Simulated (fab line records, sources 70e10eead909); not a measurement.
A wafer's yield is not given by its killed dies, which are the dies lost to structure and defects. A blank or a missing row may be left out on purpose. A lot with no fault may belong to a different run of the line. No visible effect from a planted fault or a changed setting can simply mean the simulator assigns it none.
What tool caused it? / flow nand_harc / route of 1302 steps, sampled at 1 step: 12 lots, 36 wafers

WHAT EACH GAUGE READ, for each wafer
NHARC_P_CONTACT_OVL_MEAS_13.
lot=L076; measured=day 6 13:23; on=overlay-02; overlay_x_nm (nm)=-1.5 -0.8 -1.2
lot=L077; measured=day 7 03:48; on=overlay-01; overlay_x_nm (nm)=-0.7 -0.4 -0.6
lot=L079; measured=day 7 22:38; on=overlay-02; overlay_x_nm (nm)=0.5 0.0 -0.4
lot=L080; measured=day 8 15:14; on=overlay-02; overlay_x_nm (nm)=0.3 -0.7 0.0
lot=L083; measured=day 9 13:56; on=overlay-01; overlay_x_nm (nm)=0.6 0.5 0.5
lot=L085; measured=day 10 09:17; on=overlay-02; overlay_x_nm (nm)=-0.9 -0.8 -0.8
lot=L088; measured=day 12 02:27; on=overlay-02; overlay_x_nm (nm)=1.3 0.6 0.8
lot=L089; measured=day 12 11:41; on=overlay-02; overlay_x_nm (nm)=0.7 0.6 0.6
lot=L091; measured=day 13 05:46; on=overlay-01; overlay_x_nm (nm)=-0.4 0.0 -0.2
lot=L093; measured=day 13 20:29; on=overlay-01; overlay_x_nm (nm)=0.9 0.8 0.7
lot=L095; measured=day 14 19:03; on=overlay-01; overlay_x_nm (nm)=1.6 1.4 1.8
lot=L097; measured=day 15 10:50; on=overlay-02; overlay_x_nm (nm)=1.1 0.6 1.8

TOOL THAT RAN EACH LOT (tool first, then ch and the chambers of the sampled wafers, then the start)
There is no process step in the record ahead of these readings.

THE ANSWER, worked out from the rows above alone
Rule: the lots themselves supply what counts as usual. Put in order of their means at a reading, lots are off if they are a third of the lots or fewer, leave a main group of 4 or more, and stand apart from it by a gap of 3 or more times the standard deviation of the main group's means; of several such gaps the widest counts. If all means in a main group match to the digits the tables above print for the reading, that group is not used. A lot without any number at a reading at which 4 lots or more have one is off too. Where the step has rows for the other lots, those lots are counted as sound.
No lot is off on any of the readings shown, so nothing can be concluded from this.

WHAT THE SIMULATOR HAD PUT IN
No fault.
